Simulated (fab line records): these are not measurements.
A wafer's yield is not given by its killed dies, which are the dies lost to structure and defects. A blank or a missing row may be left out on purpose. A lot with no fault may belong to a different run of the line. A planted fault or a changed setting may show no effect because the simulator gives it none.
The tool behind it: which one? -- flow n5_finfet -- 24 lots, 72 wafers sampled, at 6 steps of a route of 1938

## WHAT THE GAUGES SHOWED, per wafer
N5_BEOL_M6_CD_MEAS_28: the cd target is 40 nm.
lot,measured,on,cd_nm (nm)
L074,day 8 19:17,cd_sem-02,40.28 39.59 39.97
L075,day 9 01:37,cd_sem-03,39.72 39.60 39.91
L076,day 9 04:17,cd_sem-03,40.48 40.18 39.59
L077,day 9 11:16,cd_sem-01,39.93 39.75 40.02
L078,day 9 15:00,cd_sem-02,40.40 39.83 40.44
L079,day 9 18:23,cd_sem-01,40.50 40.18 40.66
L080,day 9 23:04,cd_sem-02,40.57 40.13 40.09
L081,day 10 08:38,cd_sem-02,40.04 39.56 40.09
L082,day 10 17:43,cd_sem-02,40.17 40.50 40.40
L083,day 10 22:04,cd_sem-01,40.09 40.30 40.04
L084,day 11 05:17,cd_sem-02,40.47 40.41 40.04
L085,day 11 09:23,cd_sem-02,39.92 40.14 39.86
L086,day 11 11:26,cd_sem-01,40.06 39.73 40.19
L087,day 12 06:10,cd_sem-03,40.20 39.87 40.36
L090,day 12 18:14,cd_sem-01,39.95 40.08 39.97
L088,day 12 18:17,cd_sem-02,40.35 39.86 40.45
L089,day 12 18:20,cd_sem-01,39.74 40.21 40.11
L091,day 12 20:13,cd_sem-02,40.06 40.03 40.78
L092,day 13 11:39,cd_sem-02,40.20 40.15 40.34
L093,day 13 12:08,cd_sem-03,39.60 40.07 40.00
L094,day 13 16:31,cd_sem-01,39.76 40.08 40.17
L095,day 13 23:26,cd_sem-03,40.32 40.20 40.13
L096,day 14 22:42,cd_sem-03,40.31 40.24 39.74
L097,day 14 23:03,cd_sem-01,39.68 39.90 39.96

## WHAT TOOL EACH LOT RAN ON (gives the tool, then ch and the chambers of the sampled wafers, and finally the start)
lot,N5_BEOL_M5_SPUTTER_48,N5_BEOL_M5_SPUTTER_83,N5_BEOL_M5_PRE_CLEAN_77,N5_BEOL_M6_ILD_DEP_00,N5_BEOL_M6_ETCH_62
L074,"pvd_sputter-02, day 8 08:34","pvd_sputter-02, day 8 10:44","cvd_co-02 ch 0,2, day 8 13:44","pecvd-02 ch 1,2, day 8 14:02","rie_diel-05 ch 0,2,3, day 8 16:53"
L075,"pvd_sputter-02, day 8 15:45","pvd_sputter-02, day 8 17:55","cvd_co-01 ch 0,1,2, day 8 21:00","pecvd-01 ch 0,1,2, day 8 21:17","rie_diel-06 ch 2,3, day 8 22:59"
L076,"pvd_sputter-01, day 8 17:30","pvd_sputter-01, day 8 19:40","cvd_co-02 ch 0,1, day 8 23:12","pecvd-03 ch 0,1, day 8 23:29","rie_diel-05 ch 0,3, day 9 03:13"
L077,"pvd_sputter-01, day 9 00:42","pvd_sputter-01, day 9 02:53","cvd_co-01 ch 0,1,2, day 9 05:53","pecvd-03 ch 1,2, day 9 06:10","rie_diel-02 ch 0,1,2, day 9 09:09"
L078,"pvd_sputter-03, day 9 07:07","pvd_sputter-03, day 9 09:17","cvd_co-01 ch 0,1,2, day 9 12:18","pecvd-03 ch 0,2, day 9 12:35","rie_diel-05 ch 2,3, day 9 14:11"
L079,"pvd_sputter-01, day 9 10:21","pvd_sputter-01, day 9 12:31","cvd_co-02 ch 0,2, day 9 15:32","pecvd-01 ch 0,2, day 9 15:49","rie_diel-06 ch 0,1, day 9 17:17"
L080,"pvd_sputter-01, day 9 14:54","pvd_sputter-01, day 9 17:04","cvd_co-02 ch 0,1,2, day 9 20:04","pecvd-01 ch 0,2, day 9 20:23","rie_diel-02 ch 0,2, day 9 22:16"
L081,"pvd_sputter-02, day 9 23:31","pvd_sputter-02, day 10 01:41","cvd_co-01 ch 0,1, day 10 04:46","pecvd-01 ch 0,2, day 10 05:02","rie_diel-05 ch 0,2,3, day 10 07:19"
L082,"pvd_sputter-03, day 10 07:04","pvd_sputter-03, day 10 09:14","cvd_co-02 ch 0,1, day 10 12:15","pecvd-01 ch 0,2, day 10 12:32","rie_diel-05 ch 0,2,3, day 10 15:53"
L083,"pvd_sputter-01, day 10 10:54","pvd_sputter-01, day 10 13:05","cvd_co-02 ch 0,1,2, day 10 16:05","pecvd-01 ch 1,2, day 10 16:22","rie_diel-05 ch 0,1, day 10 19:36"
L084,"pvd_sputter-03, day 10 18:23","pvd_sputter-03, day 10 20:34","cvd_co-02 ch 1,2, day 10 23:34","pecvd-03 ch 0,1,2, day 10 23:51","rie_diel-06 ch 0,2,3, day 11 01:49"
L085,"pvd_sputter-02, day 11 00:58","pvd_sputter-02, day 11 03:08","cvd_co-02 ch 0,1, day 11 06:08","pecvd-01 ch 0,1,2, day 11 06:25","rie_diel-06 ch 2,3, day 11 08:36"
L086,"pvd_sputter-03, day 11 02:10","pvd_sputter-03, day 11 04:20","cvd_co-02 ch 0,1,2, day 11 07:23","pecvd-03 ch 0,1, day 11 07:40","rie_diel-05 ch 0,2, day 11 10:22"
L087,"pvd_sputter-03, day 11 16:58","pvd_sputter-03, day 11 19:08","cvd_co-01 ch 0,2, day 11 22:27","pecvd-02 ch 0,1, day 11 22:44","rie_diel-02 ch 1,2, day 12 02:23"
L090,"pvd_sputter-01, day 12 02:10","pvd_sputter-01, day 12 04:20","cvd_co-01 ch 0,1,2, day 12 07:20","pecvd-01 ch 0,1, day 12 07:38","rie_diel-05 ch 1,3, day 12 12:41"
L088,"pvd_sputter-03, day 12 07:20","pvd_sputter-03, day 12 09:31","cvd_co-01 ch 0,1, day 12 12:31","pecvd-01 ch 0,1, day 12 12:52","rie_diel-05 ch 1,2,3, day 12 14:26"
L089,"pvd_sputter-02, day 12 07:31","pvd_sputter-02, day 12 09:42","cvd_co-01 ch 0,1, day 12 12:42","pecvd-03 ch 0,1, day 12 13:02","rie_diel-06 ch 0,2,3, day 12 14:35"
L091,"pvd_sputter-01, day 12 09:47","pvd_sputter-01, day 12 11:58","cvd_co-01 ch 0,1, day 12 15:01","pecvd-02 ch 0,2, day 12 15:18","rie_diel-06 ch 0,2,3, day 12 19:29"
L092,"pvd_sputter-03, day 12 21:24","pvd_sputter-03, day 13 01:53","cvd_co-01 ch 0,1,2, day 13 04:54","pecvd-03 ch 0,1,2, day 13 05:11","rie_diel-02 ch 0,1,3, day 13 08:43"
L093,"pvd_sputter-02, day 13 00:12","pvd_sputter-02, day 13 02:22","cvd_co-02 ch 1,2, day 13 06:07","pecvd-01 ch 0,1,2, day 13 06:25","rie_diel-06 ch 2,3, day 13 09:28"
L094,"pvd_sputter-02, day 13 07:43","pvd_sputter-02, day 13 09:53","cvd_co-01 ch 0,2, day 13 12:53","pecvd-01 ch 0,1, day 13 13:10","rie_diel-05 ch 0,1, day 13 14:50"
L095,"pvd_sputter-01, day 13 14:10","pvd_sputter-01, day 13 16:20","cvd_co-02 ch 0,2, day 13 19:20","pecvd-02 ch 0,2, day 13 19:38","rie_diel-02 ch 0,1,3, day 13 22:31"
L096,"pvd_sputter-02, day 14 05:52","pvd_sputter-02, day 14 08:02","cvd_co-01 ch 0,2, day 14 11:02","pecvd-03 ch 0,1, day 14 11:19","rie_diel-02 ch 1,2, day 14 17:42"
L097,"pvd_sputter-02, day 14 12:35","pvd_sputter-02, day 14 14:46","cvd_co-02 ch 0,2, day 14 17:46","pecvd-02 ch 1,2, day 14 18:04","rie_diel-05 ch 0,1,3, day 14 19:50"
- N5_BEOL_M5_SPUTTER_48: material Cu, target thk 15 nm, time 27.62 s.
- N5_BEOL_M5_SPUTTER_83: material Cu, target thk 15 nm, time 27.62 s.
- N5_BEOL_M5_PRE_CLEAN_77: time 15 s.
- N5_BEOL_M6_ILD_DEP_00: deposits SiCOH lowk from DEMS/porogen, target thk 179.75 nm, time 33.4 s.
- N5_BEOL_M6_ETCH_62: etches SOC in N2/H2, target depth 110 nm, overetch 22 nm, time 165 s.

## AS READ BY THE TOOLS THEMSELVES (means over the sampled wafers that have a number; for cases with no such wafer, the mark the record gives instead)
N5_BEOL_M5_SPUTTER_48.
lot,tool,throttle_valve_pct (%)
L074,pvd_sputter-02,30.9
L075,pvd_sputter-02,28.3
L076,pvd_sputter-01,30.5
L077,pvd_sputter-01,30.8
L078,pvd_sputter-03,30.4
L079,pvd_sputter-01,30.3
L080,pvd_sputter-01,30.3
L081,pvd_sputter-02,28.9
L082,pvd_sputter-03,30.4
L083,pvd_sputter-01,30.2
L084,pvd_sputter-03,30.4
L085,pvd_sputter-02,30.6
L086,pvd_sputter-03,30.3
L087,pvd_sputter-03,30.9
L090,pvd_sputter-01,30.3
L088,pvd_sputter-03,30.2
L089,pvd_sputter-02,29.5
L091,pvd_sputter-01,30.4
L092,pvd_sputter-03,30.3
L093,pvd_sputter-02,29.4
L094,pvd_sputter-02,30.6
L095,pvd_sputter-01,30.0
L096,pvd_sputter-02,30.1
L097,pvd_sputter-02,30.6

N5_BEOL_M5_SPUTTER_83.
lot,tool,throttle_valve_pct (%)
L074,pvd_sputter-02,31.1
L075,pvd_sputter-02,28.2
L076,pvd_sputter-01,30.4
L077,pvd_sputter-01,30.7
L078,pvd_sputter-03,30.6
L079,pvd_sputter-01,30.2
L080,pvd_sputter-01,30.4
L081,pvd_sputter-02,28.8
L082,pvd_sputter-03,30.4
L083,pvd_sputter-01,30.3
L084,pvd_sputter-03,30.4
L085,pvd_sputter-02,30.6
L086,pvd_sputter-03,30.3
L087,pvd_sputter-03,30.8
L090,pvd_sputter-01,30.4
L088,pvd_sputter-03,30.1
L089,pvd_sputter-02,29.3
L091,pvd_sputter-01,30.3
L092,pvd_sputter-03,30.1
L093,pvd_sputter-02,29.4
L094,pvd_sputter-02,30.6
L095,pvd_sputter-01,29.9
L096,pvd_sputter-02,30.1
L097,pvd_sputter-02,30.6

N5_BEOL_M5_PRE_CLEAN_77.
lot,tool,heater_power_w (W)
L074,cvd_co-02,64
L075,cvd_co-01,83
L076,cvd_co-02,121
L077,cvd_co-01,84
L078,cvd_co-01,84
L079,cvd_co-02,74
L080,cvd_co-02,93
L081,cvd_co-01,104
L082,cvd_co-02,103
L083,cvd_co-02,95
L084,cvd_co-02,84
L085,cvd_co-02,122
L086,cvd_co-02,94
L087,cvd_co-01,85
L090,cvd_co-01,85
L088,cvd_co-01,103
L089,cvd_co-01,104
L091,cvd_co-01,105
L092,cvd_co-01,85
L093,cvd_co-02,86
L094,cvd_co-01,65
L095,cvd_co-02,76
L096,cvd_co-01,84
L097,cvd_co-02,67

N5_BEOL_M6_ILD_DEP_00.
lot,tool,heater_power_w (W),showerhead_plenum_p_Torr (Torr),throttle_valve_pct (%)
L074,pecvd-02,293,5.736,14.0
L075,pecvd-01,307,5.756,14.1
L076,pecvd-03,329,5.764,13.1
L077,pecvd-03,313,5.750,13.3
L078,pecvd-03,350,5.772,13.4
L079,pecvd-01,322,5.770,13.4
L080,pecvd-01,281,5.757,13.6
L081,pecvd-01,275,5.750,13.7
L082,pecvd-01,288,5.761,13.1
L083,pecvd-01,343,5.755,14.8
L084,pecvd-03,311,5.764,13.3
L085,pecvd-01,315,5.752,14.2
L086,pecvd-03,311,5.754,13.5
L087,pecvd-02,290,5.723,13.6
L090,pecvd-01,321,5.747,14.5
L088,pecvd-01,324,5.751,15.2
L089,pecvd-03,314,5.757,13.3
L091,pecvd-02,319,5.715,13.3
L092,pecvd-03,312,5.759,13.5
L093,pecvd-01,311,5.762,14.3
L094,pecvd-01,294,5.746,14.5
L095,pecvd-02,331,5.730,13.7
L096,pecvd-03,318,5.748,13.5
L097,pecvd-02,300,5.729,13.4

N5_BEOL_M6_ETCH_62.
lot,tool,drypump_motor_current_A (A),h2_flow_sccm (sccm),oes_product_au (a.u.),rf_vpp_V (V),showerhead_plenum_p_Torr (Torr),throttle_valve_pct (%)
L074,rie_diel-05,5.8,199.6,0.66,522.4,2.49,17.7
L075,rie_diel-06,6.4,200.4,0.67,525.1,2.60,18.0
L076,rie_diel-05,5.3,200.3,0.69,522.1,2.47,17.4
L077,rie_diel-02,5.6,199.8,0.71,522.1,2.48,17.6
L078,rie_diel-05,6.0,199.5,0.63,523.7,2.50,17.8
L079,rie_diel-06,5.2,199.6,0.66,522.6,2.50,17.9
L080,rie_diel-02,5.9,200.4,0.68,521.5,2.47,17.9
L081,rie_diel-05,5.8,200.0,0.64,521.6,2.48,17.7
L082,rie_diel-05,5.8,200.0,0.64,522.6,2.48,17.7
L083,rie_diel-05,6.1,199.9,0.67,521.0,2.45,17.7
L084,rie_diel-06,5.9,199.8,0.65,522.9,2.51,18.1
L085,rie_diel-06,6.4,199.7,0.65,525.1,2.59,18.0
L086,rie_diel-05,6.2,199.9,0.62,522.4,2.47,17.9
L087,rie_diel-02,5.7,199.7,0.68,522.8,2.46,17.5
L090,rie_diel-05,5.9,200.1,0.71,521.9,2.46,17.4
L088,rie_diel-05,6.0,199.6,0.66,521.9,2.47,17.6
L089,rie_diel-06,5.9,200.0,0.63,523.6,2.51,18.1
L091,rie_diel-06,5.8,200.1,0.63,523.4,2.50,18.1
L092,rie_diel-02,5.5,200.4,0.72,521.1,2.48,17.7
L093,rie_diel-06,6.3,200.4,0.68,524.0,2.53,17.9
L094,rie_diel-05,6.3,200.0,0.68,522.0,2.45,17.6
L095,rie_diel-02,5.5,200.2,0.72,521.9,2.48,17.7
L096,rie_diel-02,5.7,200.5,0.66,520.6,2.45,17.5
L097,rie_diel-05,5.8,199.9,0.66,521.6,2.45,17.6

## THE ANSWER, worked out from the rows above alone
Rule: the usual values come from the lots themselves. Put in order of their means at a reading, lots are off if they are a third of the lots or fewer, leave a main group of 4 or more, and stand apart from it by a gap of 3 or more times the standard deviation of the main group's means; of several such gaps the widest counts. Not used: any main group whose means are identical at the precision the tables above print for the reading. Also off: a lot with no number at a reading for which 4 or more lots have one. The other lots that the step has rows for count as sound. The gauges are gone through in route order, then the tools' own readings, and for those a lot's mean is taken as printed above. At the first step where some lot is off, the reading lying furthest off is the one used; lots without a number count as furthest.
No lot is off at any reading shown: from this, nothing can be told.

## WHAT WAS PUT IN BY THE SIMULATOR
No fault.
